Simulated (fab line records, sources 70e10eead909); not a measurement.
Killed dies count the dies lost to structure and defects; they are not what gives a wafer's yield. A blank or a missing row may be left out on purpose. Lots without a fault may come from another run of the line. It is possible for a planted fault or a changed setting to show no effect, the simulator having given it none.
fab line records ; flow nand-harc
[record] lots = 24; wafers = 72; last-day = 33
route steps=1302 shown A_CHANNEL_HOLE_D2@571 A_CHANNEL_FILL_D2@612 A_STAIRCASE@652
lots untouched by any fault: they come from a run of this same line in which no faults occurred
start-h: start of the lot's first displayed wafer, in hours after the record's first day ; wait-h: hours elapsed since this lot's preceding step ; " the same as in the row above ; L1.1+2: several wafers, shown together as one row ; - no value present, or no start provided ; * or withheld: withheld ; < > ~ a bound
route shown NAME@n: NAME is a module with steps in the file, n the number in the route of the first one ; usual: the fault-free wafers' mean and standard deviation ; same: alike in all rows ; chamber/n: place in a boat ; sites: the reading at each site ; _std_site: their standard deviation ; _edge_site: the outer-site mean with the inner-site mean subtracted ; radius-mm: how far each site lies from the wafer's centre ; mask NAME#n: copy n ; behind: tool/chamber where the wafer was last shaped ; hold: reason for holding the lot/hours on hold/outcome of the hold ; device: the n, p or np transistor that did not switch ; end of line: the same wafers' tests at the end of the route ; where a step has no rows: the recipe by itself ; killed: not the wafer's yield, but the dies lost to structure and defects at the first sort ; map: shows each die of a wafer: x if killed, . if not, _ if none is there
set.NAME: the setting that was run; set.NAME@STEP: the one run at that earlier step ; model.NAME: the simulator's own value behind a step, which no gauge read
steps of the route over a sample of lots; a table a step, a row a wafer
services: when a tool's chamber went out of use (start-h, in hours from the record's first day, below 0 if earlier), for how many hours, and the reason
[[steps]]
[step NHARC_A_CHANNEL_HOLE_D2_DEP_01]
[recipe] target-thk-a = 1400; target-thk-nm = 140; temp-c = 400; pressure-torr = 3.5; flow-sccm = 200; rf-w = 350; material = SiON
[usual] heater-power-w = 707/64
lot.wafer;tool;chamber;start-h;wait-h;heater-power-w
L074.3;pecvd-03;2;293.26;1.0;592
L074.1;pecvd-03;1;293.26;1.0;768
L074.6;pecvd-03;1;293.26;1.0;779
L075.3;pecvd-03;1;317.16;1.0;710
L075.5;pecvd-03;1;317.16;1.0;691
L075.6;pecvd-03;2;317.16;1.0;660
L076.3;pecvd-03;0;317.31;1.0;596
L076.2;pecvd-03;1;317.31;1.0;658
L076.4;pecvd-03;2;317.31;1.0;726
L077.3;pecvd-01;2;327.95;1.0;737
L077.4;pecvd-01;0;327.95;1.0;759
L077.5;pecvd-01;1;327.95;1.0;579
L078.2;pecvd-02;2;330.26;1.3;642
L078.3;pecvd-02;0;330.26;1.3;847
L078.6;pecvd-02;0;330.26;1.3;826
L079.2;pecvd-03;2;347.98;1.3;712
L079.1;pecvd-03;0;347.98;1.3;701
L079.6;pecvd-03;1;347.98;1.3;786
L080.1;pecvd-02;2;355.35;1.6;598
L080.4;pecvd-02;1;355.35;1.6;731
L080.5;pecvd-02;1;355.35;1.6;730
L081.1;pecvd-03;2;355.38;1.6;657
L081.4;pecvd-03;2;355.38;1.6;685
L081.6;pecvd-03;0;355.38;1.6;652
L082.2;pecvd-03;2;366.00;1.4;705
L082.6;pecvd-03;1;366.00;1.4;788
L082.5;pecvd-03;2;366.00;1.4;695
L083.2;pecvd-01;1;394.18;1.3;711
L083.6;pecvd-01;2;394.18;1.3;688
L083.4;pecvd-01;0;394.18;1.3;798
L085.1;pecvd-03;1;396.05;1.6;733
L085.4;pecvd-03;1;396.05;1.6;769
L085.5;pecvd-03;0;396.05;1.6;712
L084.3;pecvd-01;0;396.72;1.0;708
L084.4;pecvd-01;2;396.72;1.0;632
L084.5;pecvd-01;0;396.72;1.0;702
L086.3;pecvd-03;2;412.01;1.0;658
L086.2;pecvd-03;0;412.01;1.0;760
L086.4;pecvd-03;0;412.01;1.0;768
L087.2;pecvd-02;2;422.84;1.3;650
L087.3;pecvd-02;0;422.84;1.3;782
L087.4;pecvd-02;1;422.84;1.3;728
L089.5;pecvd-03;2;445.23;0.5;767
L089.4;pecvd-03;0;445.23;0.5;720
L089.6;pecvd-03;1;445.23;0.5;657
L088.3;pecvd-01;2;445.71;1.0;730
L088.6;pecvd-01;2;445.71;1.0;756
L088.4;pecvd-01;0;445.71;1.0;748
L090.1;pecvd-02;2;451.33;1.6;645
L090.6;pecvd-02;1;451.33;1.6;741
L090.4;pecvd-02;0;451.33;1.6;800
L091.3;pecvd-01;2;451.60;1.0;710
L091.2;pecvd-01;0;451.60;1.0;662
L091.5;pecvd-01;1;451.60;1.0;624
L092.3;pecvd-01;2;474.07;1.0;688
L092.4;pecvd-01;1;474.07;1.0;609
L092.5;pecvd-01;0;474.07;1.0;736
L093.1;pecvd-03;2;474.45;1.6;710
L093.3;pecvd-03;0;474.45;1.6;651
L093.2;pecvd-03;1;474.45;1.6;754
L094.3;pecvd-02;0;506.24;1.0;818
L094.2;pecvd-02;1;506.24;1.0;803
L094.5;pecvd-02;2;506.24;1.0;533
L095.3;pecvd-01;2;508.19;1.0;658
L095.6;pecvd-01;1;508.19;1.0;655
L095.5;pecvd-01;2;508.19;1.0;676
L097.3;pecvd-03;2;522.92;1.0;696
L097.5;pecvd-03;1;522.92;1.0;726
L097.6;pecvd-03;2;522.92;1.0;700
L096.2;pecvd-02;2;523.50;1.3;575
L096.3;pecvd-02;1;523.50;1.3;800
L096.6;pecvd-02;1;523.50;1.3;818
[step NHARC_A_CHANNEL_HOLE_D2_INSPECT_12]
[usual] raw-defect-count = 27/24
lot.wafer;tool;chamber;start-h;wait-h;raw-defect-count
L074.1;defect-inspect-01;-;294.11;0.0;7
L074.3;defect-inspect-01;-;294.11;0.0;6
L074.6;defect-inspect-01;-;294.11;0.0;2
L075.3;defect-inspect-01;-;317.98;0.0;0
L075.5;defect-inspect-01;-;317.98;0.0;4
L075.6;defect-inspect-01;-;317.98;0.0;5
L076.2;defect-inspect-02;-;318.15;0.0;53
L076.3;defect-inspect-02;-;318.15;0.0;59
L076.4;defect-inspect-02;-;318.15;0.0;49
L077.3;defect-inspect-01;-;328.74;0.0;2
L077.4;defect-inspect-01;-;328.74;0.0;1
L077.5;defect-inspect-01;-;328.74;0.0;7
L078.2;defect-inspect-02;-;331.12;0.0;8
L078.3;defect-inspect-02;-;331.12;0.0;6
L078.6;defect-inspect-02;-;331.12;0.0;5
L079.1;defect-inspect-02;-;348.85;0.1;9
L079.2;defect-inspect-02;-;348.85;0.1;6
L079.6;defect-inspect-02;-;348.85;0.1;6
L081.1;defect-inspect-01;-;356.22;0.0;8
L081.4;defect-inspect-01;-;356.22;0.0;7
L081.6;defect-inspect-01;-;356.22;0.0;9
L080.1;defect-inspect-01;-;356.37;0.0;62
L080.4;defect-inspect-01;-;356.37;0.0;55
L080.5;defect-inspect-01;-;356.37;0.0;58
L082.2;defect-inspect-02;-;366.79;0.0;57
L082.5;defect-inspect-02;-;366.79;0.0;54
L082.6;defect-inspect-02;-;366.79;0.0;64
L083.2;defect-inspect-02;-;395.02;0.0;58
L083.4;defect-inspect-02;-;395.02;0.0;50
L083.6;defect-inspect-02;-;395.02;0.0;63
L085.1;defect-inspect-02;-;396.89;0.0;9
L085.4;defect-inspect-02;-;396.89;0.0;7
L085.5;defect-inspect-02;-;396.89;0.0;8
L084.3;defect-inspect-02;-;397.54;0.0;66
L084.4;defect-inspect-02;-;397.54;0.0;67
L084.5;defect-inspect-02;-;397.54;0.0;50
L086.2;defect-inspect-02;-;412.70;0.0;9
L086.3;defect-inspect-02;-;412.70;0.0;7
L086.4;defect-inspect-02;-;412.70;0.0;8
L087.2;defect-inspect-01;-;423.69;0.0;65
L087.3;defect-inspect-01;-;423.69;0.0;55
L087.4;defect-inspect-01;-;423.69;0.0;52
L089.4;defect-inspect-02;-;445.99;0.0;62
L089.5;defect-inspect-02;-;445.99;0.0;38
L089.6;defect-inspect-02;-;445.99;0.0;53
L088.3;defect-inspect-02;-;446.53;0.0;17
L088.4;defect-inspect-02;-;446.53;0.0;15
L088.6;defect-inspect-02;-;446.53;0.0;19
L090.1;defect-inspect-02;-;452.15;0.0;19
L090.4;defect-inspect-02;-;452.15;0.0;14
L090.6;defect-inspect-02;-;452.15;0.0;15
L091.2;defect-inspect-01;-;452.42;0.0;57
L091.3;defect-inspect-01;-;452.42;0.0;75
L091.5;defect-inspect-01;-;452.42;0.0;57
L092.3;defect-inspect-01;-;474.89;0.0;16
L092.4;defect-inspect-01;-;474.89;0.0;20
L092.5;defect-inspect-01;-;474.89;0.0;23
L093.1;defect-inspect-02;-;475.32;0.0;49
L093.2;defect-inspect-02;-;475.32;0.0;57
L093.3;defect-inspect-02;-;475.32;0.0;66
L094.2;defect-inspect-01;-;507.09;0.0;8
L094.3;defect-inspect-01;-;507.09;0.0;4
L094.5;defect-inspect-01;-;507.09;0.0;8
L095.3;defect-inspect-01;-;508.98;0.0;5
L095.5;defect-inspect-01;-;508.98;0.0;2
L095.6;defect-inspect-01;-;508.98;0.0;3
L097.3;defect-inspect-01;-;523.74;0.0;27
L097.5;defect-inspect-01;-;523.74;0.0;23
L097.6;defect-inspect-01;-;523.74;0.0;24
L096.2;defect-inspect-01;-;524.35;0.0;4
L096.3;defect-inspect-01;-;524.35;0.0;2
L096.6;defect-inspect-01;-;524.35;0.0;6
[step NHARC_A_CHANNEL_FILL_D2_ALD_02]
[recipe] target-thk-a = 60; pulse-time-s = 10; ald-cycles = 60; temp-c = 300; material = SiO2
[usual] heater-power-w = 471/51; precursor-pulse-height-rel = 1.000/0.019
lot.wafer;tool;chamber;start-h;wait-h;heater-power-w;precursor-pulse-height-rel
L074.3;ald-hk-02;0;301.50;0.2;470;1.024
L074.1;ald-hk-02;2;301.50;0.2;508;0.993
L074.6;ald-hk-02;0;301.50;0.2;476;0.980
L076.3;ald-hk-01;0;326.59;1.4;409;1.022
L076.2;ald-hk-01;1;326.59;1.4;467;0.981
L076.4;ald-hk-01;2;326.59;1.4;462;1.018
L075.3;ald-hk-01;3;329.50;-;559;1.038
L075.6;ald-hk-01;3;329.50;-;543;1.015
L075.5;ald-hk-01;0;329.50;-;402;1.005
L077.3;ald-hk-01;2;337.70;0.3;459;1.028
L077.4;ald-hk-01;0;337.70;0.3;401;0.983
L077.5;ald-hk-01;2;337.70;0.3;462;0.995
L078.2;ald-hk-02;3;345.42;-;519;1.028
L078.3;ald-hk-02;2;345.42;-;504;0.961
L078.6;ald-hk-02;3;345.42;-;515;1.008
L079.1;ald-hk-01;0;356.73;-;408;1.020
L079.2;ald-hk-01;2;356.73;-;475;0.968
L079.6;ald-hk-01;0;356.73;-;404;0.993
L081.4;ald-hk-04;2;365.29;-;455;1.024
L081.1;ald-hk-04;1;365.29;-;392;1.016
L081.6;ald-hk-04;3;365.29;-;445;1.003
L080.1;ald-hk-01;1;365.44;2.0;463;0.958
L080.4;ald-hk-01;2;365.44;2.0;461;1.014
L080.5;ald-hk-01;3;365.44;2.0;574;1.009
L082.2;ald-hk-01;3;377.11;-;566;0.996
L082.6;ald-hk-01;0;377.11;-;417;0.991
L082.5;ald-hk-01;1;377.11;-;455;0.968
L083.4;ald-hk-02;3;402.29;-;526;0.991
L083.2;ald-hk-02;0;402.29;-;484;0.999
L083.6;ald-hk-02;2;402.29;-;496;0.996
L085.1;ald-hk-04;2;404.13;-;460;0.982
L085.4;ald-hk-04;3;404.13;-;455;1.032
L085.5;ald-hk-04;2;404.13;-;450;0.981
L084.3;ald-hk-04;3;406.47;-;462;0.997
L084.4;ald-hk-04;0;406.47;-;548;0.970
L084.5;ald-hk-04;2;406.47;-;458;0.978
L086.2;ald-hk-02;0;419.84;-;484;1.032
L086.4;ald-hk-02;1;419.84;-;457;0.978
L086.3;ald-hk-02;2;419.84;-;513;0.980
L087.3;ald-hk-02;3;433.31;-;528;0.980
L087.2;ald-hk-02;0;433.31;-;473;0.963
L087.4;ald-hk-02;1;433.31;-;454;0.995
L089.4;ald-hk-04;0;453.19;-;551;1.010
L089.5;ald-hk-04;3;453.19;-;415;0.981
L089.6;ald-hk-04;0;453.19;-;540;1.004
L088.3;ald-hk-04;3;455.19;-;412;0.981
L088.4;ald-hk-04;0;455.19;-;536;0.999
L088.6;ald-hk-04;0;455.19;-;527;1.004
L090.1;ald-hk-01;3;465.42;-;570;1.022
L090.4;ald-hk-01;0;465.42;-;412;1.030
L090.6;ald-hk-01;1;465.42;-;473;1.008
L091.3;ald-hk-02;1;465.61;-;449;0.974
L091.2;ald-hk-02;2;465.61;-;508;0.996
L091.5;ald-hk-02;1;465.61;-;457;0.988
L092.4;ald-hk-04;2;482.10;-;482;1.002
L092.3;ald-hk-04;0;482.10;-;538;0.993
L092.5;ald-hk-04;2;482.10;-;484;0.990
L093.3;ald-hk-04;2;485.32;-;486;1.044
L093.1;ald-hk-04;0;485.32;-;521;1.017
L093.2;ald-hk-04;1;485.32;-;372;0.988
L094.2;ald-hk-01;0;514.56;-;417;1.005
L094.3;ald-hk-01;1;514.56;-;462;0.980
L094.5;ald-hk-01;0;514.56;-;420;1.002
L095.3;ald-hk-02;3;518.73;-;527;0.985
L095.6;ald-hk-02;3;518.73;-;526;0.996
L095.5;ald-hk-02;0;518.73;-;485;0.995
L097.3;ald-hk-04;3;532.78;-;413;1.040
L097.6;ald-hk-04;3;532.78;-;417;1.018
L097.5;ald-hk-04;0;532.78;-;530;0.978
L096.2;ald-hk-01;1;533.06;-;441;0.995
L096.3;ald-hk-01;2;533.06;-;460;1.021
L096.6;ald-hk-01;3;533.06;-;554;0.978
[step NHARC_A_STAIRCASE_ETCH_170]
[recipe] target-depth-a = 2000; time-s = 66.667; ion-energy-ev = 250; c4f6-flow-sccm = 25; o2-flow-sccm = 20; ar-flow-sccm = 500; rf-w = 600; bias-w = 500; chemistry = C4F6/O2
[usual] drypump-motor-current-A = 5.7/0.35; oes-product-au = 0.974/0.012; rf-vpp-V = 545/3.6; showerhead-plenum-p-Torr = 3.85/0.17; throttle-valve-pct = 26.903/0.0095
lot.wafer;tool;chamber;start-h;wait-h;drypump-motor-current-A;oes-product-au;rf-hours-counter-h;rf-vpp-V;showerhead-plenum-p-Torr;throttle-valve-pct
L074.1;rie-diel-12;3;-;-;5.7;0.967;27;545;3.81;26.909
L074.3;rie-diel-12;0;-;-;6.6;0.975;22;545;3.75;26.897
L074.6;rie-diel-12;2;-;-;6.0;0.952;-;544;3.75;26.910
L076.4;rie-diel-04;1;-;-;5.7;0.988;2;554;4.23;26.905
L076.2;rie-diel-04;2;-;-;5.7;0.953;3;546;3.93;26.897
L076.3;rie-diel-04;3;-;-;6.3;0.969;4;547;3.89;26.897
L075.3;rie-diel-07;2;-;-;5.4;0.973;24;542;3.75;26.911
L075.5;rie-diel-07;1;-;-;5.7;0.974;-;547;3.83;26.928
L075.6;rie-diel-07;2;-;-;5.4;0.970;-;543;3.75;26.902
L077.4;rie-diel-07;2;-;-;5.4;0.977;27;545;3.75;26.912
L077.3;rie-diel-07;1;-;-;5.7;0.979;27;545;3.83;26.918
L077.5;rie-diel-07;3;-;-;5.5;0.978;-;546;3.92;26.909
L078.3;rie-diel-04;3;-;-;6.3;0.972;11;546;3.89;26.909
L078.2;rie-diel-04;1;-;-;5.7;0.971;9;554;4.22;26.905
L078.6;rie-diel-04;3;-;-;6.3;0.972;-;545;3.89;26.905
L079.2;rie-diel-04;3;-;-;6.3;0.971;15;546;3.89;26.908
L079.1;rie-diel-04;0;-;-;5.6;0.975;14;541;3.66;26.902
L079.6;rie-diel-04;1;-;-;5.7;0.984;-;552;4.22;26.908
L081.1;rie-diel-04;2;-;-;5.7;0.969;17;547;3.93;26.915
L081.4;rie-diel-04;3;-;-;6.3;0.974;17;546;3.88;26.891
L081.6;rie-diel-04;0;-;-;5.6;0.975;-;541;3.66;26.915
L080.1;rie-diel-07;0;-;-;5.4;0.986;37;542;3.65;26.912
L080.4;rie-diel-07;2;-;-;5.4;0.969;39;544;3.74;26.886
L080.5;rie-diel-07;1;-;-;5.7;0.965;-;545;3.82;26.906
L082.2;rie-diel-12;2;-;-;6.1;0.954;49;543;3.74;26.905
L082.6;rie-diel-12;0;-;-;6.6;0.993;-;542;3.74;26.917
L082.5;rie-diel-12;1;-;-;5.2;0.978;-;546;3.84;26.906
L085.1;rie-diel-04;2;-;-;5.7;0.977;30;547;3.92;26.931
L085.4;rie-diel-04;2;-;-;5.7;0.984;-;548;3.92;26.908
L085.5;rie-diel-04;1;-;-;5.7;0.980;-;552;4.21;26.896
L083.2;rie-diel-04;2;-;-;5.7;0.964;31;546;3.92;26.906
L083.6;rie-diel-04;0;-;-;5.6;0.970;-;542;3.66;26.901
L083.4;rie-diel-04;2;-;-;5.7;0.963;-;548;3.92;26.909
L084.3;rie-diel-07;2;-;-;5.4;0.980;55;542;3.73;26.920
L084.4;rie-diel-07;3;-;-;5.5;0.987;49;546;3.90;26.905
L084.5;rie-diel-07;2;-;-;5.4;0.955;-;543;3.73;26.912
L086.4;rie-diel-07;0;-;-;5.4;0.964;51;540;3.64;26.896
L086.2;rie-diel-07;1;-;-;5.7;0.957;57;544;3.81;26.893
L086.3;rie-diel-07;2;-;-;5.4;0.935;59;542;3.73;26.913
L087.3;rie-diel-12;2;-;-;6.1;0.968;12;543;3.73;26.909
L087.2;rie-diel-12;1;-;-;5.1;0.966;9;544;3.83;26.912
L087.4;rie-diel-12;2;-;-;6.0;0.971;-;542;3.73;26.906
L088.3;rie-diel-07;2;-;-;5.4;0.977;7;542;3.73;26.910
L088.4;rie-diel-07;1;-;-;5.7;0.989;6;544;3.81;26.910
L088.6;rie-diel-07;3;-;-;5.5;0.973;-;548;3.90;26.913
L089.4;rie-diel-07;1;-;-;5.7;0.983;7;545;3.81;26.899
L089.5;rie-diel-07;1;-;-;5.7;0.970;-;545;3.81;26.904
L089.6;rie-diel-07;2;-;-;5.4;0.981;-;543;3.73;26.922
L091.2;rie-diel-12;0;-;-;6.6;1.003;22;544;3.72;26.906
L091.3;rie-diel-12;1;-;-;5.2;0.965;21;542;3.83;26.894
L091.5;rie-diel-12;3;-;-;5.7;0.979;-;545;3.78;26.902
L090.1;rie-diel-07;2;-;-;5.4;0.978;12;544;3.72;26.910
L090.4;rie-diel-07;0;-;-;5.4;0.968;13;552;4.22;26.900
L090.6;rie-diel-07;2;-;-;5.4;0.990;-;542;3.72;26.908
L092.3;rie-diel-04;0;-;-;5.6;0.998;57;541;3.64;26.892
L092.4;rie-diel-04;1;-;-;5.8;0.974;58;552;4.19;26.893
L092.5;rie-diel-04;0;-;-;5.6;0.985;-;541;3.64;26.908
L093.2;rie-diel-12;0;-;-;6.6;0.984;32;541;3.72;26.907
L093.3;rie-diel-12;1;-;-;5.2;0.984;31;545;3.82;26.906
L093.1;rie-diel-12;3;-;-;5.8;0.990;30;543;3.77;26.901
L094.3;rie-diel-04;0;-;-;5.6;0.944;7;552;4.22;26.912
L094.2;rie-diel-04;1;-;-;5.7;0.950;7;552;4.19;26.903
L094.5;rie-diel-04;3;-;-;6.4;0.953;-;545;3.85;26.912
L095.3;rie-diel-07;1;-;-;5.7;0.982;25;544;3.79;26.884
L095.5;rie-diel-07;2;-;-;5.4;0.986;-;543;3.72;26.900
L095.6;rie-diel-07;3;-;-;5.5;0.992;-;545;3.89;26.908
L097.3;rie-diel-07;0;-;-;5.5;0.977;31;552;4.21;26.880
L097.5;rie-diel-07;1;-;-;5.7;0.976;-;546;3.79;26.913
L097.6;rie-diel-07;2;-;-;5.4;0.979;-;543;3.72;26.902
L096.2;rie-diel-07;0;-;-;5.4;0.953;31;554;4.21;26.892
L096.3;rie-diel-07;2;-;-;5.4;0.964;25;544;3.72;26.899
L096.6;rie-diel-07;3;-;-;5.5;0.975;-;545;3.88;26.907
[step NHARC_A_STAIRCASE_ETCH_15]
[recipe] target-depth-a = 1000; time-s = 40.5; ion-energy-ev = 400; c4f8-flow-sccm = 20; o2-flow-sccm = 10; ar-flow-sccm = withheld; rf-w = 600; bias-w = 1000; chemistry = C4F8/O2
[usual] oes-product-au = 0.943/0.012; rf-vpp-V = 893/5.8
lot.wafer;tool;chamber;start-h;wait-h;oes-product-au;rf-hours-counter-h;rf-vpp-V
L074.1;rie-diel-12;2;-;-;0.938;25;890
L074.3;rie-diel-12;3;-;-;0.924;28;892
L074.6;rie-diel-12;0;-;-;0.940;-;890
L076.3;rie-diel-12;3;-;-;0.946;36;890
L076.4;rie-diel-12;1;-;-;0.949;27;894
L076.2;rie-diel-12;2;-;-;0.943;32;889
L075.3;rie-diel-04;1;-;-;0.947;5;907
L075.6;rie-diel-04;0;-;-;0.947;-;886
L075.5;rie-diel-04;1;-;-;0.941;-;906
L077.3;rie-diel-04;1;-;-;0.951;8;906
L077.4;rie-diel-04;3;-;-;0.938;9;894
L077.5;rie-diel-04;1;-;-;0.947;-;905
L078.3;rie-diel-04;0;-;-;0.941;10;886
L078.2;rie-diel-04;2;-;-;0.960;11;897
L078.6;rie-diel-04;3;-;-;0.950;-;894
L079.1;rie-diel-12;2;-;-;0.937;43;890
L079.2;rie-diel-12;3;-;-;0.950;49;891
L079.6;rie-diel-12;2;-;-;0.936;-;890
L081.4;rie-diel-07;0;-;-;0.943;37;887
L081.1;rie-diel-07;3;-;-;0.950;38;895
L081.6;rie-diel-07;1;-;-;0.947;-;892
L080.1;rie-diel-12;3;-;-;0.956;51;892
L080.4;rie-diel-12;0;-;-;0.952;44;890
L080.5;rie-diel-12;3;-;-;0.962;-;892
L082.2;rie-diel-07;3;-;-;0.949;42;895
L082.5;rie-diel-07;1;-;-;0.947;-;893
L082.6;rie-diel-07;2;-;-;0.942;-;889
L085.1;rie-diel-04;1;-;-;0.923;29;905
L085.4;rie-diel-04;1;-;-;0.931;-;905
L085.5;rie-diel-04;2;-;-;0.919;-;896
L083.4;rie-diel-04;3;-;-;1.005;30;893
L083.2;rie-diel-04;0;-;-;0.938;26;887
L083.6;rie-diel-04;3;-;-;1.006;-;895
L084.4;rie-diel-12;0;-;-;0.952;1;889
L084.3;rie-diel-12;1;-;-;0.940;1;894
L084.5;rie-diel-12;1;-;-;0.929;-;893
L086.3;rie-diel-04;1;-;-;0.934;36;905
L086.2;rie-diel-04;3;-;-;0.936;37;894
L086.4;rie-diel-04;3;-;-;0.943;-;895
L087.3;rie-diel-04;3;-;-;0.939;43;893
L087.2;rie-diel-04;1;-;-;0.942;42;905
L087.4;rie-diel-04;3;-;-;0.944;-;894
L088.3;rie-diel-12;3;-;-;0.934;17;890
L088.4;rie-diel-12;0;-;-;0.957;19;889
L088.6;rie-diel-12;2;-;-;0.932;-;890
L089.4;rie-diel-07;3;-;-;0.939;8;895
L089.5;rie-diel-07;3;-;-;0.935;-;895
L089.6;rie-diel-07;0;-;-;0.928;-;906
L091.2;rie-diel-04;0;-;-;0.950;51;887
L091.3;rie-diel-04;2;-;-;0.934;46;895
L091.5;rie-diel-04;3;-;-;0.946;-;895
L090.1;rie-diel-12;3;-;-;0.955;23;892
L090.4;rie-diel-12;0;-;-;0.940;23;890
L090.6;rie-diel-12;2;-;-;0.954;-;890
L092.3;rie-diel-12;0;-;-;0.940;30;887
L092.4;rie-diel-12;0;-;-;0.951;-;889
L092.5;rie-diel-12;1;-;-;0.923;-;892
L093.2;rie-diel-12;2;-;-;0.933;29;888
L093.1;rie-diel-12;3;-;-;0.924;32;890
L093.3;rie-diel-12;0;-;-;0.933;34;888
L094.3;rie-diel-04;1;-;-;0.934;7;904
L094.2;rie-diel-04;2;-;-;0.935;7;897
L094.5;rie-diel-04;0;-;-;0.945;-;906
L095.3;rie-diel-07;1;-;-;0.958;26;892
L095.6;rie-diel-07;1;-;-;0.953;-;892
L095.5;rie-diel-07;2;-;-;0.948;-;888
L097.3;rie-diel-07;2;-;-;0.935;27;889
L097.6;rie-diel-07;2;-;-;0.933;-;888
L097.5;rie-diel-07;3;-;-;0.944;-;895
L096.2;rie-diel-07;0;-;-;0.933;32;906
L096.3;rie-diel-07;1;-;-;0.930;30;891
L096.6;rie-diel-07;3;-;-;0.927;-;894
[step NHARC_A_STAIRCASE_ETCH_25]
[recipe] target-depth-a = 1000; time-s = 40.5; ion-energy-ev = 400; c4f8-flow-sccm = 20; o2-flow-sccm = 10; ar-flow-sccm = withheld; rf-w = 600; bias-w = 1000; chemistry = C4F8/O2
[usual] oes-product-au = 0.944/0.011; rf-vpp-V = 894/5.8
lot.wafer;tool;chamber;start-h;wait-h;oes-product-au;rf-hours-counter-h;rf-vpp-V
L074.1;rie-diel-12;1;-;-;0.932;20;891
L074.3;rie-diel-12;2;-;-;0.922;26;891
L074.6;rie-diel-12;0;-;-;0.946;-;890
L076.4;rie-diel-07;2;-;-;0.922;24;891
L076.2;rie-diel-07;0;-;-;0.939;22;887
L076.3;rie-diel-07;1;-;-;0.933;23;894
L075.3;rie-diel-12;0;-;-;0.941;35;890
L075.6;rie-diel-12;2;-;-;0.949;-;890
L075.5;rie-diel-12;3;-;-;0.946;-;892
L077.3;rie-diel-04;2;-;-;0.949;9;896
L077.4;rie-diel-04;3;-;-;0.939;9;895
L077.5;rie-diel-04;2;-;-;0.927;-;897
L078.2;rie-diel-04;3;-;-;0.930;12;894
L078.3;rie-diel-04;0;-;-;0.952;11;888
L078.6;rie-diel-04;0;-;-;0.942;-;887
L079.2;rie-diel-12;3;-;-;0.936;50;891
L079.1;rie-diel-12;1;-;-;0.943;37;894
L079.6;rie-diel-12;0;-;-;0.937;-;890
L080.1;rie-diel-12;0;-;-;0.951;44;890
L080.4;rie-diel-12;3;-;-;0.943;52;892
L080.5;rie-diel-12;0;-;-;0.958;-;888
L081.4;rie-diel-04;0;-;-;0.967;17;886
L081.1;rie-diel-04;1;-;-;0.954;17;906
L081.6;rie-diel-04;2;-;-;0.936;-;897
L082.2;rie-diel-04;0;-;-;0.930;20;887
L082.6;rie-diel-04;2;-;-;0.945;-;896
L082.5;rie-diel-04;3;-;-;0.944;-;895
L085.1;rie-diel-12;0;-;-;0.977;0;889
L085.4;rie-diel-12;1;-;-;0.948;0;892
L085.5;rie-diel-12;0;-;-;0.973;-;889
L083.4;rie-diel-04;2;-;-;0.939;34;896
L083.2;rie-diel-04;3;-;-;0.937;31;893
L083.6;rie-diel-04;0;-;-;0.928;-;886
L084.4;rie-diel-12;3;-;-;0.954;1;891
L084.3;rie-diel-12;0;-;-;0.957;1;892
L084.5;rie-diel-12;3;-;-;0.957;-;891
L086.2;rie-diel-04;3;-;-;0.941;40;894
L086.3;rie-diel-04;1;-;-;0.940;40;905
L086.4;rie-diel-04;1;-;-;0.946;-;905
L087.2;rie-diel-04;3;-;-;0.941;43;892
L087.3;rie-diel-04;1;-;-;0.949;43;905
L087.4;rie-diel-04;1;-;-;0.944;-;904
L088.3;rie-diel-04;2;-;-;0.930;43;895
L088.4;rie-diel-04;3;-;-;0.947;52;895
L088.6;rie-diel-04;0;-;-;0.953;-;885
L089.4;rie-diel-07;2;-;-;0.953;9;888
L089.6;rie-diel-07;3;-;-;0.950;-;895
L089.5;rie-diel-07;0;-;-;0.936;-;905
L091.3;rie-diel-04;2;-;-;0.951;46;896
L091.2;rie-diel-04;3;-;-;0.965;58;893
L091.5;rie-diel-04;2;-;-;0.949;-;894
L090.4;rie-diel-07;3;-;-;0.953;13;894
L090.1;rie-diel-07;1;-;-;0.943;13;893
L090.6;rie-diel-07;3;-;-;0.940;-;896
L092.3;rie-diel-12;0;-;-;0.935;30;889
L092.4;rie-diel-12;3;-;-;0.935;-;891
L092.5;rie-diel-12;0;-;-;0.938;-;889
L093.1;rie-diel-07;1;-;-;0.956;21;893
L093.2;rie-diel-07;3;-;-;0.953;23;895
L093.3;rie-diel-07;0;-;-;0.943;23;906
L094.3;rie-diel-04;0;-;-;0.950;8;906
L094.2;rie-diel-04;3;-;-;0.939;8;894
L094.5;rie-diel-04;1;-;-;0.945;-;905
L095.3;rie-diel-07;3;-;-;0.940;28;896
L095.5;rie-diel-07;3;-;-;0.939;-;893
L095.6;rie-diel-07;0;-;-;0.948;-;905
L097.3;rie-diel-12;0;-;-;0.953;50;889
L097.6;rie-diel-12;0;-;-;0.947;-;888
L097.5;rie-diel-12;1;-;-;0.939;-;893
L096.2;rie-diel-12;2;-;-;0.930;42;888
L096.3;rie-diel-12;3;-;-;0.928;45;890
L096.6;rie-diel-12;2;-;-;0.944;-;889
[[services]]
tool;chamber;start-h;hours;kind
rie-diel-07;0;278.31;7.7;repair
rie-diel-07;-;294.29;9.0;pm
ald-hk-01;-;296.00;10.0;pm
pecvd-01;-;311.37;13.0;pm
rie-diel-04;0;325.68;1.2;repair
rie-diel-04;-;355.15;9.0;pm
pecvd-03;-;366.25;13.0;pm
rie-diel-04;3;404.45;2.5;repair
rie-diel-04;0;426.04;3.4;repair
ald-hk-04;-;433.06;10.0;pm
rie-diel-12;2;438.16;1.7;repair
rie-diel-12;-;446.18;9.0;pm
rie-diel-04;3;449.41;4.5;repair
rie-diel-07;-;458.35;0.2;repair
rie-diel-04;0;461.58;9.0;repair
rie-diel-07;-;471.32;9.0;pm
rie-diel-12;3;485.08;3.3;repair
ald-hk-01;-;497.64;0.3;repair
rie-diel-12;0;513.71;4.4;repair
rie-diel-07;2;523.08;4.5;repair
rie-diel-12;2;530.79;7.1;repair
rie-diel-04;-;532.15;9.0;pm
pecvd-03;-;547.28;13.0;pm
rie-diel-04;1;558.39;3.9;repair
[[key]]
fault none
